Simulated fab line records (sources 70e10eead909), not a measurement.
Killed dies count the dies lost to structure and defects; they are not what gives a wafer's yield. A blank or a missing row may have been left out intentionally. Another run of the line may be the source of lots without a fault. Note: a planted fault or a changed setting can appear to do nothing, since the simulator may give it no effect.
fab line records -- flow nand_harc -- part 1 of 2: steps 1 to 14 of 26
[record] lots = 5, wafers = 15, last_day = 33
route steps=1302 shown A_CHANNEL_HOLE_D2@586 A_CHANNEL_FILL_D2@610
lots untouched by any fault: they come from a run of this same line in which no faults occurred
start_h: hours from the record's first day to the start of the lot's first wafer shown -- wait_h: how many hours have passed since the lot's step before this one -- " the same as in the row above -- L1.1+2: a row that stands for several wafers -- - no value present, or no start provided -- * or withheld: withheld -- < > ~ a bound
route shown NAME@n: names a module that has steps shown in the file, with the first one's number in the route -- usual: average and standard deviation across the fault-free wafers -- same: alike in all rows -- chamber/n: place in a boat -- sites: the reading at each site -- _std_site: the values' standard deviation -- _edge_site: outer sites' mean less inner sites' -- radius_mm: how far each site lies from the wafer's centre -- mask NAME#n: copy n -- behind: the most recent tool/chamber to have shaped the wafer -- hold: the reason the lot was held/the length of the hold in hours/how it ended -- device: the n, p or np transistor that did not switch -- end of line: the route-end tests of the same wafers -- where a step has no rows: the recipe by itself -- killed: count of dies lost to structure and defects at first sort (not the wafer's yield) -- map: a wafer's dies, x killed, . not, _ none there
set.NAME: the setting that was run; set.NAME@STEP: the one run at that earlier step -- model.NAME: the simulator's own value behind a step, which no gauge read
lots at selected steps of the route; one table per step, one row per wafer
services: a tool's chamber out of use, with start hour (start_h, from the record's first day; less than 0 if before it), hours out, and reason
[[steps]]
[step NHARC_A_CHANNEL_HOLE_D2_ETCH_38]
[recipe] target_depth_a = 390, over_etch_frac = 0.3, time_s = 65, ion_energy_ev = 80, cf4_flow_sccm = 150, ar_flow_sccm = 0, rf_w = 300, bias_w = 100, chemistry = CF4
[usual] drypump_motor_current_A = 5.9/0.41, oes_product_au = 1.000/0.0089, rf_vpp_V = 150.9/1.1, showerhead_plenum_p_Torr = 1.74/0.055, throttle_valve_pct = 13.283/0.0091
lot.wafer,tool,chamber,start_h,wait_h,drypump_motor_current_A,oes_product_au,rf_hours_counter_h,rf_vpp_V,showerhead_plenum_p_Torr,throttle_valve_pct
L075.4,rie_diel-02,1,290.33,0.1,5.8,0.999,3.2,152.3,1.81,13.295
L075.1,rie_diel-02,2,290.33,0.1,4.9,1.016,2.9,150.1,1.67,13.297
L075.6,rie_diel-02,1,290.33,0.1,5.8,0.989,-,152.7,1.81,13.280
L076.3,rie_diel-05,1,310.94,0.1,5.9,1.004,2.1,152.1,1.81,13.273
L076.1,rie_diel-05,3,310.94,0.1,5.6,1.016,2.6,150.8,1.81,13.296
L076.5,rie_diel-05,2,310.94,0.1,6.3,1.004,-,149.3,1.73,13.281
L089.2,rie_diel-06,2,445.99,0.1,6.2,0.991,6.7,151.4,1.76,13.283
L089.1,rie_diel-06,0,445.99,0.1,5.1,0.998,6.0,151.2,1.69,13.283
L089.6,rie_diel-06,2,445.99,0.1,6.2,1.002,-,150.0,1.76,13.299
L093.3,rie_diel-05,3,474.69,0.1,5.6,1.003,3.6,153.4,1.81,13.292
L093.5,rie_diel-05,1,474.69,0.1,5.9,1.001,-,152.2,1.81,13.295
L093.6,rie_diel-05,2,474.69,0.1,6.3,0.999,-,150.4,1.73,13.288
L096.2,rie_diel-05,1,519.72,0.1,6.0,1.000,5.1,152.0,1.81,13.267
L096.1,rie_diel-05,2,519.72,0.1,6.3,0.997,6.0,149.8,1.73,13.288
L096.6,rie_diel-05,2,519.72,0.1,6.3,0.991,-,150.6,1.73,13.276
[step NHARC_A_CHANNEL_HOLE_D2_ETCH_39]
[recipe] target_depth_a = 2600, over_etch_frac = 0.3, time_s = 325, ion_energy_ev = 200, n2_flow_sccm = 150, h2_flow_sccm = 150, ar_flow_sccm = 0, rf_w = 400, bias_w = 150, chemistry = N2/H2
[usual] drypump_motor_current_A = 5.9/0.42, oes_product_au = 0.999/0.0089, rf_vpp_V = 429.6/2.2, showerhead_plenum_p_Torr = 2.01/0.072, throttle_valve_pct = 14.171/0.0084
lot.wafer,tool,chamber,start_h,wait_h,drypump_motor_current_A,oes_product_au,rf_hours_counter_h,rf_vpp_V,showerhead_plenum_p_Torr,throttle_valve_pct
L075.1,rie_diel-02,2,-,-,4.9,1.001,2.9,428.1,1.92,14.159
L075.4,rie_diel-02,3,-,-,6.3,0.984,2.4,428.5,1.96,14.177
L075.6,rie_diel-02,0,-,-,5.8,0.999,-,428.0,1.92,14.160
L076.3,rie_diel-05,0,-,-,6.2,1.001,2.5,429.7,1.98,14.180
L076.1,rie_diel-05,2,-,-,6.3,0.995,2.4,429.0,1.99,14.182
L076.5,rie_diel-05,0,-,-,6.3,1.006,-,428.2,1.98,14.165
L089.2,rie_diel-06,2,-,-,6.3,1.005,6.7,431.3,2.03,14.161
L089.1,rie_diel-06,3,-,-,6.0,0.993,5.7,433.8,2.15,14.167
L089.6,rie_diel-06,0,-,-,5.2,0.994,-,427.4,1.93,14.176
L093.3,rie_diel-05,2,-,-,6.3,0.996,3.7,429.6,1.99,14.173
L093.6,rie_diel-05,1,-,-,6.0,0.998,-,432.5,2.09,14.172
L093.5,rie_diel-05,2,-,-,6.3,1.001,-,428.0,1.99,14.182
L096.1,rie_diel-05,1,-,-,5.9,0.998,5.2,430.6,2.09,14.165
L096.2,rie_diel-05,2,-,-,6.3,0.988,6.0,428.4,1.99,14.169
L096.6,rie_diel-05,0,-,-,6.2,1.003,-,427.8,1.98,14.160
[step NHARC_A_CHANNEL_HOLE_D2_ETCH_34]
[recipe] target_depth_a = 1540, time_s = 77, cf4_flow_sccm = 100, chf3_flow_sccm = 30, ar_flow_sccm = 0, rf_w = 500, bias_w = 200, chemistry = CF4/CHF3
[usual] drypump_motor_current_A = 5.9/0.42, oes_product_au = 0.956/0.018, rf_vpp_V = 369.9/1.9, showerhead_plenum_p_Torr = 1.55/0.05, throttle_valve_pct = 16.803/0.0097
lot.wafer,tool,chamber,start_h,wait_h,drypump_motor_current_A,oes_product_au,rf_hours_counter_h,rf_vpp_V,showerhead_plenum_p_Torr,throttle_valve_pct
L075.1,rie_diel-02,3,-,-,6.3,0.964,2.5,369.3,1.52,16.799
L075.4,rie_diel-02,2,-,-,4.9,0.987,3.0,368.0,1.49,16.809
L075.6,rie_diel-02,0,-,-,5.7,0.952,-,368.0,1.49,16.812
L076.1,rie_diel-05,1,-,-,6.0,0.973,2.4,371.3,1.61,16.795
L076.3,rie_diel-05,2,-,-,6.3,0.977,2.4,370.1,1.54,16.787
L076.5,rie_diel-05,3,-,-,5.5,0.962,-,370.3,1.61,16.809
L089.2,rie_diel-06,0,-,-,5.1,0.978,6.2,369.0,1.50,16.807
L089.1,rie_diel-06,2,-,-,6.3,0.964,6.8,370.6,1.57,16.800
L089.6,rie_diel-06,1,-,-,5.7,0.967,-,371.3,1.58,16.811
L093.3,rie_diel-05,3,-,-,5.5,0.968,3.7,371.2,1.61,16.812
L093.5,rie_diel-05,2,-,-,6.3,0.966,-,370.7,1.54,16.796
L093.6,rie_diel-05,3,-,-,5.6,0.967,-,371.4,1.61,16.808
L096.2,rie_diel-05,1,-,-,6.0,0.946,5.2,372.0,1.61,16.808
L096.1,rie_diel-05,2,-,-,6.3,0.951,6.1,370.5,1.54,16.812
L096.6,rie_diel-05,0,-,-,6.2,0.944,-,370.2,1.53,16.799
[step NHARC_A_CHANNEL_HOLE_D2_ETCH_16]
[recipe] target_depth_a = 31000, over_etch_frac = 0.3, time_s = 806, ion_energy_ev = 150, o2_flow_sccm = 400, cos_flow_sccm = 20, ar_flow_sccm = 0, rf_w = 500, bias_w = 300, chemistry = O2/COS
[usual] drypump_motor_current_A = 5.9/0.44, oes_product_au = 0.999/0.0099, rf_vpp_V = 313.3/1.6, showerhead_plenum_p_Torr = 3.07/0.1, throttle_valve_pct = 28.331/0.0091
lot.wafer,tool,chamber,start_h,wait_h,drypump_motor_current_A,oes_product_au,rf_hours_counter_h,rf_vpp_V,showerhead_plenum_p_Torr,throttle_valve_pct
L075.4,rie_diel-02,2,-,-,4.9,1.020,3.1,312.2,2.95,28.332
L075.1,rie_diel-02,3,-,-,6.3,0.994,2.6,312.5,3.01,28.324
L075.6,rie_diel-02,2,-,-,4.9,1.020,-,311.9,2.95,28.330
L076.1,rie_diel-05,0,-,-,6.3,0.997,2.8,311.6,3.04,28.314
L076.3,rie_diel-05,1,-,-,6.0,0.997,2.5,315.7,3.19,28.329
L076.5,rie_diel-05,2,-,-,6.3,0.991,-,312.8,3.05,28.336
L089.1,rie_diel-06,0,-,-,5.2,0.999,6.4,310.9,2.97,28.324
L089.2,rie_diel-06,2,-,-,6.3,0.993,6.9,313.1,3.11,28.327
L089.6,rie_diel-06,0,-,-,5.2,1.011,-,311.7,2.97,28.312
L093.3,rie_diel-05,2,-,-,6.3,0.994,4.0,312.6,3.05,28.319
L093.6,rie_diel-05,1,-,-,5.9,1.008,-,314.9,3.19,28.331
L093.5,rie_diel-05,2,-,-,6.3,0.997,-,313.1,3.05,28.328
L096.1,rie_diel-05,3,-,-,5.6,1.002,5.8,314.2,3.20,28.320
L096.2,rie_diel-05,0,-,-,6.3,1.009,4.8,312.4,3.03,28.338
L096.6,rie_diel-05,3,-,-,5.6,0.998,-,314.4,3.20,28.316
[step NHARC_A_CHANNEL_HOLE_D2_CD_MEAS_18]
[usual] cd_nm = 98.9/2
lot.wafer,tool,chamber,start_h,wait_h,cd_nm
L075.1,cd_sem-01,-,291.35,-,97.5
L075.4,cd_sem-01,-,291.35,-,97.5
L075.6,cd_sem-01,-,291.35,-,98.1
L076.1,cd_sem-02,-,311.96,-,94.9
L076.3,cd_sem-02,-,311.96,-,103.8
L076.5,cd_sem-02,-,311.96,-,98.2
L089.1,cd_sem-03,-,447.01,-,98.2
L089.2,cd_sem-03,-,447.01,-,98.3
L089.6,cd_sem-03,-,447.01,-,102.1
L093.3,cd_sem-03,-,475.71,-,100.1
L093.5,cd_sem-03,-,475.71,-,100.2
L093.6,cd_sem-03,-,475.71,-,98.4
L096.1,cd_sem-02,-,520.74,-,100.7
L096.2,cd_sem-02,-,520.74,-,95.8
L096.6,cd_sem-02,-,520.74,-,99.0
[step NHARC_A_CHANNEL_HOLE_D2_ETCH_19]
[recipe] bias_v = 1200, source_w = 2500, pressure_mtorr = 15, time_s = 34.5, ar_flow_sccm = 375, c4f8_flow_sccm = 28.8, o2_flow_sccm = 96.2, temp_c = -20, target_depth_a = *, chemistry = C4F8/O2/Ar
[usual] drypump_motor_current_A = 5.38/0.24, showerhead_plenum_p_Torr = 3.67/0.15, throttle_valve_pct = 37.039/0.0087
lot.wafer,tool,chamber,start_h,wait_h,drypump_motor_current_A,rf_hours_counter_h,showerhead_plenum_p_Torr,throttle_valve_pct
L075.1,har_etch-02,1,291.44,0.1,5.74,352,3.66,37.034
L075.4,har_etch-02,0,291.44,0.1,4.97,-,3.78,37.027
L075.6,har_etch-02,1,291.44,0.1,5.74,-,3.66,37.044
L076.1,har_etch-02,0,312.03,0.1,4.97,363,3.77,37.050
L076.3,har_etch-02,0,312.03,0.1,4.95,-,3.77,37.030
L076.5,har_etch-02,0,312.03,0.1,4.97,-,3.77,37.036
L089.2,har_etch-02,0,447.08,0.1,4.97,27,3.73,37.027
L089.1,har_etch-02,1,447.08,0.1,5.73,27,3.97,37.031
L089.6,har_etch-02,0,447.08,0.1,4.98,-,3.73,37.022
L093.3,har_etch-01,1,478.43,2.7,5.49,-,3.68,37.039
L093.6,har_etch-01,1,478.43,2.7,5.47,-,3.68,37.040
L093.5,har_etch-01,0,478.43,2.7,5.33,-,3.47,37.046
L096.1,har_etch-01,1,522.46,1.7,5.46,287,3.66,37.021
L096.2,har_etch-01,0,522.46,1.7,5.30,287,3.46,37.051
L096.6,har_etch-01,0,522.46,1.7,5.29,-,3.46,37.054
[step NHARC_A_CHANNEL_HOLE_D2_ETCH_20]
[recipe] bias_v = 3000, source_w = withheld, pressure_mtorr = 20, time_s = 361.9, ar_flow_sccm = 375, c4f8_flow_sccm = 89.3, o2_flow_sccm = 35.7, temp_c = -20, target_depth_a = 16000, chemistry = C4F8/O2/Ar
[usual] drypump_motor_current_A = 5.38/0.24, showerhead_plenum_p_Torr = 3.63/0.14, throttle_valve_pct = 32.153/0.0085
lot.wafer,tool,chamber,start_h,wait_h,drypump_motor_current_A,rf_hours_counter_h,showerhead_plenum_p_Torr,throttle_valve_pct
L075.1,har_etch-02,1,291.58,0.1,5.73,352,3.62,32.151
L075.4,har_etch-02,0,291.58,0.1,4.96,-,3.74,32.138
L075.6,har_etch-02,1,291.58,0.1,5.76,-,3.62,32.149
L076.1,har_etch-02,0,312.15,0.1,4.97,363,3.73,32.151
L076.3,har_etch-02,0,312.15,0.1,4.96,-,3.73,32.165
L076.5,har_etch-02,0,312.15,0.1,4.97,-,3.73,32.159
L089.2,har_etch-02,0,447.20,0.1,4.97,27,3.69,32.152
L089.1,har_etch-02,1,447.20,0.1,5.72,27,3.92,32.163
L089.6,har_etch-02,0,447.20,0.1,4.98,-,3.69,32.157
L093.3,har_etch-01,1,478.61,0.2,5.47,-,3.64,32.161
L093.6,har_etch-01,1,478.61,0.2,5.47,-,3.64,32.158
L093.5,har_etch-01,0,478.61,0.2,5.33,-,3.44,32.146
L096.1,har_etch-01,1,522.57,0.1,5.47,287,3.62,32.151
L096.2,har_etch-01,0,522.57,0.1,5.36,287,3.43,32.146
L096.6,har_etch-01,0,522.57,0.1,5.36,-,3.43,32.140
[step NHARC_A_CHANNEL_HOLE_D2_ETCH_21]
[recipe] bias_v = 3000, source_w = withheld, pressure_mtorr = 20, time_s = 514.3, ar_flow_sccm = 375, c4f8_flow_sccm = 89.3, o2_flow_sccm = 35.7, temp_c = -20, target_depth_a = 16000, chemistry = C4F8/O2/Ar
[usual] drypump_motor_current_A = 5.38/0.24, showerhead_plenum_p_Torr = 3.63/0.14, throttle_valve_pct = 32.154/0.0095
lot.wafer,tool,chamber,start_h,wait_h,drypump_motor_current_A,rf_hours_counter_h,showerhead_plenum_p_Torr,throttle_valve_pct
L075.1,har_etch-02,1,291.92,0.3,5.74,352,3.62,32.157
L075.4,har_etch-02,0,291.92,0.3,4.96,-,3.74,32.144
L075.6,har_etch-02,1,291.92,0.3,5.73,-,3.62,32.148
L076.1,har_etch-02,0,312.46,0.3,4.97,363,3.73,32.149
L076.3,har_etch-02,0,312.46,0.3,4.95,-,3.73,32.151
L076.5,har_etch-02,0,312.46,0.3,4.94,-,3.73,32.166
L089.2,har_etch-02,0,447.51,0.3,4.97,27,3.69,32.142
L089.1,har_etch-02,1,447.51,0.3,5.73,27,3.92,32.147
L089.6,har_etch-02,0,447.51,0.3,4.96,-,3.69,32.147
L093.3,har_etch-01,1,478.97,0.3,5.49,-,3.64,32.148
L093.6,har_etch-01,1,478.97,0.3,5.44,-,3.64,32.153
L093.5,har_etch-01,0,478.97,0.3,5.29,-,3.44,32.154
L096.1,har_etch-01,1,522.88,0.3,5.47,287,3.62,32.152
L096.2,har_etch-01,0,522.88,0.3,5.32,287,3.43,32.160
L096.6,har_etch-01,0,522.88,0.3,5.35,-,3.43,32.159
[step NHARC_A_CHANNEL_HOLE_D2_ETCH_22]
[recipe] bias_v = 3000, source_w = withheld, pressure_mtorr = 20, time_s = 666.7, ar_flow_sccm = 375, c4f8_flow_sccm = 89.3, o2_flow_sccm = 35.7, temp_c = -20, target_depth_a = 16000, chemistry = C4F8/O2/Ar
[usual] drypump_motor_current_A = 5.38/0.24, showerhead_plenum_p_Torr = 3.63/0.14, throttle_valve_pct = 32.154/0.0095
lot.wafer,tool,chamber,start_h,wait_h,drypump_motor_current_A,rf_hours_counter_h,showerhead_plenum_p_Torr,throttle_valve_pct
L075.1,har_etch-02,1,292.38,0.4,5.74,352,3.62,32.153
L075.4,har_etch-02,0,292.38,0.4,4.97,-,3.73,32.159
L075.6,har_etch-02,1,292.38,0.4,5.72,-,3.62,32.153
L076.1,har_etch-02,0,312.91,0.4,4.99,364,3.73,32.165
L076.3,har_etch-02,0,312.91,0.4,5.00,-,3.73,32.148
L076.5,har_etch-02,0,312.91,0.4,4.99,-,3.73,32.153
L089.2,har_etch-02,0,447.96,0.4,4.98,27,3.69,32.151
L089.1,har_etch-02,1,447.96,0.4,5.72,27,3.92,32.170
L089.6,har_etch-02,0,447.96,0.4,4.98,-,3.69,32.178
L093.3,har_etch-01,1,479.45,0.4,5.47,-,3.64,32.148
L093.6,har_etch-01,1,479.45,0.4,5.50,-,3.64,32.151
L093.5,har_etch-01,0,479.45,0.4,5.34,-,3.44,32.149
L096.1,har_etch-01,1,523.33,0.4,5.46,288,3.62,32.151
L096.2,har_etch-01,0,523.33,0.4,5.35,288,3.43,32.160
L096.6,har_etch-01,0,523.33,0.4,5.31,-,3.43,32.154
[step NHARC_A_CHANNEL_HOLE_D2_ETCH_23]
[recipe] bias_v = 5000, source_w = withheld, pressure_mtorr = 20, time_s = 819, ar_flow_sccm = 375, c4f8_flow_sccm = 89.3, o2_flow_sccm = 35.7, temp_c = -20, target_depth_a = 16000, chemistry = C4F8/O2/Ar
[usual] drypump_motor_current_A = 5.38/0.24, showerhead_plenum_p_Torr = 3.63/0.14, throttle_valve_pct = 32.155/0.01
lot.wafer,tool,chamber,start_h,wait_h,drypump_motor_current_A,rf_hours_counter_h,showerhead_plenum_p_Torr,throttle_valve_pct
L075.1,har_etch-02,1,292.96,0.5,5.73,353,3.62,32.158
L075.4,har_etch-02,0,292.96,0.5,4.93,-,3.73,32.149
L075.6,har_etch-02,1,292.96,0.5,5.73,-,3.62,32.162
L076.1,har_etch-02,0,313.47,0.5,4.97,364,3.73,32.160
L076.3,har_etch-02,0,313.47,0.5,4.97,-,3.73,32.151
L076.5,har_etch-02,0,313.47,0.5,4.97,-,3.73,32.141
L089.2,har_etch-02,0,448.53,0.5,4.98,28,3.69,32.153
L089.1,har_etch-02,1,448.53,0.5,5.72,28,3.92,32.144
L089.6,har_etch-02,0,448.53,0.5,4.99,-,3.69,32.157
L093.3,har_etch-01,1,480.07,0.5,5.49,-,3.64,32.177
L093.6,har_etch-01,1,480.07,0.5,5.48,-,3.64,32.149
L093.5,har_etch-01,0,480.07,0.5,5.30,-,3.44,32.164
L096.1,har_etch-01,1,523.89,0.5,5.46,288,3.62,32.168
L096.2,har_etch-01,0,523.89,0.5,5.31,288,3.43,32.147
L096.6,har_etch-01,0,523.89,0.5,5.30,-,3.43,32.167
[step NHARC_A_CHANNEL_HOLE_D2_ETCH_24]
[recipe] bias_v = 5000, source_w = withheld, pressure_mtorr = 20, time_s = 906.2, ar_flow_sccm = 375, c4f8_flow_sccm = 93.8, o2_flow_sccm = 31.2, temp_c = -20, target_depth_a = 15000, chemistry = C4F8/O2/Ar
[usual] drypump_motor_current_A = 5.38/0.24, showerhead_plenum_p_Torr = 3.63/0.14, throttle_valve_pct = 32.235/0.0099
lot.wafer,tool,chamber,start_h,wait_h,drypump_motor_current_A,rf_hours_counter_h,showerhead_plenum_p_Torr,throttle_valve_pct
L075.1,har_etch-02,1,293.68,0.6,5.72,354,3.62,32.226
L075.4,har_etch-02,0,293.68,0.6,4.96,-,3.73,32.251
L075.6,har_etch-02,1,293.68,0.6,5.72,-,3.62,32.239
L076.1,har_etch-02,0,314.18,0.6,4.97,365,3.72,32.230
L076.3,har_etch-02,0,314.18,0.6,4.95,-,3.72,32.214
L076.5,har_etch-02,0,314.18,0.6,4.96,-,3.72,32.259
L089.2,har_etch-02,0,449.23,0.6,4.99,29,3.69,32.236
L089.1,har_etch-02,1,449.23,0.6,5.72,29,3.91,32.225
L089.6,har_etch-02,0,449.23,0.6,4.98,-,3.69,32.233
L093.3,har_etch-01,1,480.80,0.6,5.47,-,3.63,32.232
L093.6,har_etch-01,1,480.80,0.6,5.48,-,3.63,32.238
L093.5,har_etch-01,0,480.80,0.6,5.34,-,3.43,32.227
L096.1,har_etch-01,1,524.60,0.6,5.47,289,3.62,32.226
L096.2,har_etch-01,0,524.60,0.6,5.34,289,3.42,32.224
L096.6,har_etch-01,0,524.60,0.6,5.33,-,3.42,32.251
[step NHARC_A_CHANNEL_HOLE_D2_ETCH_25]
[recipe] bias_v = 5000, source_w = withheld, pressure_mtorr = 20, time_s = 1040.2, ar_flow_sccm = 375, c4f8_flow_sccm = 93.8, o2_flow_sccm = 31.2, temp_c = -20, target_depth_a = 15000, chemistry = C4F8/O2/Ar
[usual] drypump_motor_current_A = 5.38/0.24, showerhead_plenum_p_Torr = 3.63/0.14, throttle_valve_pct = 32.236/0.0085
lot.wafer,tool,chamber,start_h,wait_h,drypump_motor_current_A,rf_hours_counter_h,showerhead_plenum_p_Torr,throttle_valve_pct
L075.1,har_etch-02,1,294.48,0.7,5.73,354,3.62,32.223
L075.4,har_etch-02,0,294.48,0.7,4.96,-,3.73,32.238
L075.6,har_etch-02,1,294.48,0.7,5.71,-,3.62,32.236
L076.1,har_etch-02,0,314.95,0.6,4.96,366,3.72,32.240
L076.3,har_etch-02,0,314.95,0.6,4.94,-,3.72,32.214
L076.5,har_etch-02,0,314.95,0.6,4.94,-,3.72,32.230
L089.2,har_etch-02,0,450.00,0.6,5.00,29,3.69,32.236
L089.1,har_etch-02,1,450.00,0.6,5.72,29,3.91,32.227
L089.6,har_etch-02,0,450.00,0.6,4.99,-,3.69,32.239
L093.3,har_etch-01,1,481.61,0.7,5.47,-,3.63,32.233
L093.6,har_etch-01,1,481.61,0.7,5.46,-,3.63,32.233
L093.5,har_etch-01,0,481.61,0.7,5.32,-,3.43,32.218
L096.1,har_etch-01,1,525.38,0.6,5.47,290,3.62,32.241
L096.2,har_etch-01,0,525.38,0.6,5.31,290,3.42,32.250
L096.6,har_etch-01,0,525.38,0.6,5.30,-,3.42,32.237
[step NHARC_A_CHANNEL_HOLE_D2_ETCH_26]
[recipe] bias_v = 300, source_w = 2000, pressure_mtorr = 30, time_s = 224.1, ar_flow_sccm = 375, c4f8_flow_sccm = 11.4, o2_flow_sccm = 113.6, temp_c = -20, target_depth_a = 3000, chemistry = C4F8/O2/Ar
[usual] drypump_motor_current_A = 5.38/0.24, showerhead_plenum_p_Torr = 3.67/0.15, throttle_valve_pct = 24.584/0.009
lot.wafer,tool,chamber,start_h,wait_h,drypump_motor_current_A,rf_hours_counter_h,showerhead_plenum_p_Torr,throttle_valve_pct
L075.1,har_etch-02,1,295.24,0.6,5.69,355,3.66,24.575
L075.4,har_etch-02,0,295.24,0.6,4.94,-,3.78,24.580
L075.6,har_etch-02,1,295.24,0.6,5.72,-,3.66,24.572
L076.1,har_etch-02,0,315.82,0.7,4.96,367,3.77,24.576
L076.3,har_etch-02,0,315.82,0.7,4.99,-,3.77,24.586
L076.5,har_etch-02,0,315.82,0.7,4.96,-,3.77,24.594
L089.2,har_etch-02,0,450.88,0.7,4.98,30,3.74,24.587
L089.1,har_etch-02,1,450.88,0.7,5.71,30,3.97,24.587
L089.6,har_etch-02,0,450.88,0.7,4.95,-,3.74,24.596
L093.3,har_etch-01,1,482.26,0.5,5.48,-,3.68,24.593
L093.6,har_etch-01,1,482.26,0.5,5.50,-,3.68,24.584
L093.5,har_etch-01,0,482.26,0.5,5.29,-,3.47,24.588
L096.1,har_etch-01,1,526.25,0.7,5.47,290,3.66,24.582
L096.2,har_etch-01,0,526.25,0.7,5.33,290,3.46,24.578
L096.6,har_etch-01,0,526.25,0.7,5.32,-,3.46,24.603
[step NHARC_A_CHANNEL_HOLE_D2_ETCH_27]
[recipe] bias_v = 400, source_w = 2000, pressure_mtorr = 25, time_s = 90, ar_flow_sccm = 375, c4f8_flow_sccm = 41.7, o2_flow_sccm = 83.3, temp_c = -20, target_depth_a = 4000, chemistry = C4F8/O2/Ar
[usual] drypump_motor_current_A = 5.38/0.24, showerhead_plenum_p_Torr = 3.67/0.15, throttle_valve_pct = 27.619/0.0089
lot.wafer,tool,chamber,start_h,wait_h,drypump_motor_current_A,rf_hours_counter_h,showerhead_plenum_p_Torr,throttle_valve_pct
L075.1,har_etch-02,1,295.44,0.2,5.73,355,3.66,27.629
L075.4,har_etch-02,0,295.44,0.2,4.96,-,3.77,27.623
L075.6,har_etch-02,1,295.44,0.2,5.74,-,3.66,27.613
L076.1,har_etch-02,0,316.02,0.2,4.97,367,3.77,27.605
L076.3,har_etch-02,0,316.02,0.2,4.97,-,3.77,27.624
L076.5,har_etch-02,0,316.02,0.2,4.94,-,3.77,27.637
L089.2,har_etch-02,0,451.08,0.2,4.99,30,3.73,27.624
L089.1,har_etch-02,1,451.08,0.2,5.73,30,3.96,27.629
L089.6,har_etch-02,0,451.08,0.2,4.97,-,3.73,27.613
L093.3,har_etch-01,1,482.46,0.2,5.47,-,3.67,27.631
L093.6,har_etch-01,1,482.46,0.2,5.47,-,3.67,27.615
L093.5,har_etch-01,0,482.46,0.2,5.31,-,3.47,27.625
L096.1,har_etch-01,1,526.45,0.2,5.46,290,3.66,27.628
L096.2,har_etch-01,0,526.45,0.2,5.29,290,3.46,27.621
L096.6,har_etch-01,0,526.45,0.2,5.33,-,3.46,27.601
